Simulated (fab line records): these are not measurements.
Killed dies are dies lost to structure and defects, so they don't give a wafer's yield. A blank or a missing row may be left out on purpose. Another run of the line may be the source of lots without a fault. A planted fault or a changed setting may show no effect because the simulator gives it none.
Which tool is to blame? :: flow n5 finfet :: 9 lots with 26 wafers sampled at 6 steps, on a route of 1938 steps

WHAT THE GAUGES READ, wafer by wafer
N5_BEOL_M4_RC_MEAS_101.
lot: L597
measured: day 7 17:22
on: prober-01
DIBL_N (mV/V): 32.1 33.0 31.8

lot: L599
measured: day 8 12:34
on: prober-02
DIBL_N (mV/V): 36.6 38.3 34.3

lot: L600
measured: day 8 17:45
on: prober-02
DIBL_N (mV/V): 40.0 35.5 40.0

lot: L601
measured: day 8 18:52
on: prober-01
DIBL_N (mV/V): 29.9 35.4 32.0

lot: L604
measured: day 9 20:40
on: prober-02
DIBL_N (mV/V): 30.3 31.6 36.3

lot: L608
measured: day 11 02:20
on: prober-02
DIBL_N (mV/V): 36.3 37.1

lot: L617
measured: day 13 08:08
on: prober-01
DIBL_N (mV/V): 37.2 33.4 34.2

lot: L618
measured: day 13 17:27
on: prober-01
DIBL_N (mV/V): 36.2 35.2 38.7

lot: L619
measured: day 14 07:53
on: prober-01
DIBL_N (mV/V): 36.6 35.8 35.0

WHICH TOOL RAN EACH LOT (tool, then ch and the chambers of the sampled wafers, then the start)
lot: L597
N5_HKMG_FIN_NWFM_ALD_20: ald metal-04 ch 0,2, day 4 06:53
N5_GATE_CUT_ETCH_58: rie diel-03 ch 0,2, day 4 09:46
N5_GATE_CUT_STRIP_59: rie diel-03 ch 0,2, day 4 09:52
N5_GATE_CUT_PECVD_57: pecvd-03 ch 1,2, day 4 12:17
N5_GATE_CUT_CMP_02: cmp-01 ch 2,3, day 4 12:21

lot: L599
N5_HKMG_FIN_NWFM_ALD_20: ald metal-04 ch 1,3, day 4 16:07
N5_GATE_CUT_ETCH_58: rie diel-03 ch 2,3, day 4 18:54
N5_GATE_CUT_STRIP_59: rie diel-03 ch 2,3, day 4 19:00
N5_GATE_CUT_PECVD_57: pecvd-04 ch 0,2, day 4 21:49
N5_GATE_CUT_CMP_02: cmp-01 ch 2,3, day 4 21:54

lot: L600
N5_HKMG_FIN_NWFM_ALD_20: ald metal-01 ch 0,2, day 4 22:42
N5_GATE_CUT_ETCH_58: rie diel-03 ch 0,2,3, day 5 01:32
N5_GATE_CUT_STRIP_59: rie diel-03 ch 0,2,3, day 5 01:38
N5_GATE_CUT_PECVD_57: pecvd-04 ch 0,2, day 5 04:38
N5_GATE_CUT_CMP_02: cmp-03 ch 0,1, day 5 04:43

lot: L601
N5_HKMG_FIN_NWFM_ALD_20: ald metal-01 ch 0,3, day 5 08:36
N5_GATE_CUT_ETCH_58: rie diel-03 ch 0,1,3, day 5 11:30
N5_GATE_CUT_STRIP_59: rie diel-03 ch 0,1,3, day 5 11:36
N5_GATE_CUT_PECVD_57: pecvd-03 ch 0,1,2, day 5 14:01
N5_GATE_CUT_CMP_02: cmp-03 ch 0,1, day 5 14:08

lot: L604
N5_HKMG_FIN_NWFM_ALD_20: ald metal-03 ch 0,1,3, day 6 01:05
N5_GATE_CUT_ETCH_58: rie diel-01 ch 0,1,3, day 6 03:53
N5_GATE_CUT_STRIP_59: rie diel-01 ch 0,1,3, day 6 03:59
N5_GATE_CUT_PECVD_57: pecvd-04 ch 0,2, day 6 06:23
N5_GATE_CUT_CMP_02: cmp-04 ch 0,1,3, day 6 06:28

lot: L608
N5_HKMG_FIN_NWFM_ALD_20: ald metal-04 ch 0, day 6 23:53
N5_GATE_CUT_ETCH_58: rie diel-03 ch 1,3, day 7 02:45
N5_GATE_CUT_STRIP_59: rie diel-03 ch 1,3, day 7 02:51
N5_GATE_CUT_PECVD_57: pecvd-04 ch 0,2, day 7 05:16
N5_GATE_CUT_CMP_02: cmp-01 ch 0,3, day 7 05:25

lot: L617
N5_HKMG_FIN_NWFM_ALD_20: ald metal-01 ch 0,2,3, day 9 08:28
N5_GATE_CUT_ETCH_58: rie diel-03 ch 0,2,3, day 9 11:13
N5_GATE_CUT_STRIP_59: rie diel-03 ch 0,2,3, day 9 11:19
N5_GATE_CUT_PECVD_57: pecvd-03 ch 0,2, day 9 13:44
N5_GATE_CUT_CMP_02: cmp-04 ch 1,2, day 9 13:50

lot: L618
N5_HKMG_FIN_NWFM_ALD_20: ald metal-04 ch 1,2, day 9 13:05
N5_GATE_CUT_ETCH_58: rie diel-03 ch 0,3, day 9 16:16
N5_GATE_CUT_STRIP_59: rie diel-03 ch 0,3, day 9 16:22
N5_GATE_CUT_PECVD_57: pecvd-04 ch 0,2, day 9 19:28
N5_GATE_CUT_CMP_02: cmp-04 ch 0,3, day 9 19:33

lot: L619
N5_HKMG_FIN_NWFM_ALD_20: ald metal-01 ch 0,3, day 9 20:20
N5_GATE_CUT_ETCH_58: rie diel-03 ch 0,1,2, day 10 01:03
N5_GATE_CUT_STRIP_59: rie diel-03 ch 0,1,2, day 10 01:09
N5_GATE_CUT_PECVD_57: pecvd-02 ch 0,1, day 10 03:34
N5_GATE_CUT_CMP_02: cmp-03 ch 0,1,3, day 10 03:44
- N5_HKMG_FIN_NWFM_ALD_20: deposits TiAlC, target thk 2 nm, pulse time 3 s, purge time 2 s.
- N5_GATE_CUT_ETCH_58: etches SiNx in CH3F/O2, target depth 17 nm, time 128.6 s.
- N5_GATE_CUT_STRIP_59: strips in N2/H2, time 20 s.
- N5_GATE_CUT_PECVD_57: deposits SiNx from SiH4/NH3/N2, target thk 21 nm.
- N5_GATE_CUT_CMP_02: polishes, stops on SiO2, t overpolish 12.7 s, target thk 0 nm.

THE ANSWER, worked out from the rows above alone
Rule: what is usual is taken from the lots themselves. The widest of any qualifying gaps counts: lots, ordered by their means at a reading, are off when they make up no more than a third of the lots, leave a main group of 4 or more, and stand apart from it by 3 or more times the standard deviation of that group's means. Not used: any main group whose means are identical at the precision the tables above print for the reading. A lot without any number at a reading at which 4 lots or more have one is off too. Any other lot the step has rows for is counted as sound.
Across all readings shown, no lot is off: no conclusion can be drawn from this.

WHAT WAS PUT IN BY THE SIMULATOR
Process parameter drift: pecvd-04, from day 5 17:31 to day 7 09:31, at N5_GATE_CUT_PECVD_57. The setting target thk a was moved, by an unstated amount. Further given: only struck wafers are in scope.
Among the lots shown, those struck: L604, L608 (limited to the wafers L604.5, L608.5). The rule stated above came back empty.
